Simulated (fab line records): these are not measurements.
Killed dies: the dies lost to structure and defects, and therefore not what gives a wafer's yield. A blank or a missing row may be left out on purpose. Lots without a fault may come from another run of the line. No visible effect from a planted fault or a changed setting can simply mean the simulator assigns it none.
Code-filled problem report in 8D (eight disciplines) form | flow n5_finfet | the parts of the form that need people (team, actions taken, sign-off) are left out

## 1. PROBLEM STATEMENT
Wafers free of any fault read 219.9 nm (standard deviation 2.3) for GC_FILL_THK at N5_GATE_CUT_THK_MEAS_24, against a mean of 203.6 nm on 2 wafers of 2 lots. That is -7.1 standard deviations from the usual mean.
First observed at day 10 03:57: wafer L194.2, on film_metro-02. The record has a number at this step for 26 wafers belonging to 9 lots. By rule, "out" or "out of limits" means more than 4 standard deviations away from the usual mean. Any other wafer with a number is counted as sound.

## 2. WHAT IT IS, WHAT IT ISN'T
question                    | is                | is not
which readings at this step | GC_FILL_THK       | -
which lots                  | L194, L195        | L173, L174, L176, L178, L183, L192, L193
which wafers of those lots  | L194.2, L195.6    | L194.1, L194.4, L195.3, L195.4
read on which gauges        | film_metro-02     | film_metro-01
when                        | from day 10 03:57 | up to then (22 sound wafers); but 2 sound wafers of L195 came after

## 3. WHAT RULES OUT EACH SUSPECT
Counting: any tool at a process step up to the reading remains a suspect provided it ran every lot that is out. Sound lots after the first of them don't rule it out here, since some wafers of a struck lot are sound.
- the gauge at N5_GATE_CUT_THK_MEAS_24: kept. All the wafers that are out were read on film_metro-02, and no step on other tools shows them out.
- pecvd-04 at N5_GATE_CUT_HM_DEP_46 (deposits SiO2 from TEOS/O2, target thk 130 nm, time 26.6 s): kept. It processed each lot that is out (first: L194, day 10 00:16); up to then, its last sound lot is L178 (day 6 02:55).
- At N5_GATE_CUT_HM_DEP_46, inside pecvd-04: chamber 1 took the wafers that are out, while their sound lot-mates went through chambers 0, 2.
Left after counting: pecvd-04 at N5_GATE_CUT_HM_DEP_46, film_metro-02 at N5_GATE_CUT_THK_MEAS_24.

## 4. THE CAUSE (what the simulator had put in)
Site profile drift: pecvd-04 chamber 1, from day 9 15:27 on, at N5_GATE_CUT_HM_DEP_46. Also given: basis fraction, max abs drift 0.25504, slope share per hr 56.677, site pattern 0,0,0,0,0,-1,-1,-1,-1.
Counting left 2 suspects, and this tool is among them.

## 5. THE EFFECT CHAIN, in route order
Each row: a reading whose mean over the struck wafers that have a number lies more than 3 standard deviations from the usual. Scope: only readings with a usual standard deviation given in the record; hours: median across lots of the time from each lot's start at the first step in this table that gives one to its start at this step; sigmas: change in usual standard deviations.
hours | step                    | reading     | usual    | on struck wafers | change | sigmas
0     | N5_GATE_CUT_THK_MEAS_24 | GC_FILL_THK | 219.9 nm | 203.6            | -16.3  | -7.1
Later steps that measure or inspect, where all struck wafers having a row at the step show a number for every such reading and not one has moved that far: N5_GATE_CUT_INSPECT_26, N5_BEOL_M4_RC_MEAS_101.

## 6. WHAT WOULD HAVE CAUGHT IT SOONER
Counted from the fault's start at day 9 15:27, it took 12 hours until the first out-of-limits reading at a measuring or inspecting step in this record, taken at day 10 03:57.
No tool reading at N5_GATE_CUT_HM_DEP_46 that has a usual standard deviation in the record was out on any struck wafer, so an alarm limit of 4 standard deviations on those readings would not have fired.
Lots out: 2; of these, L195 started N5_GATE_CUT_HM_DEP_46 on pecvd-04 after day 10 03:57. Putting the tool on hold at that point would have spared it.
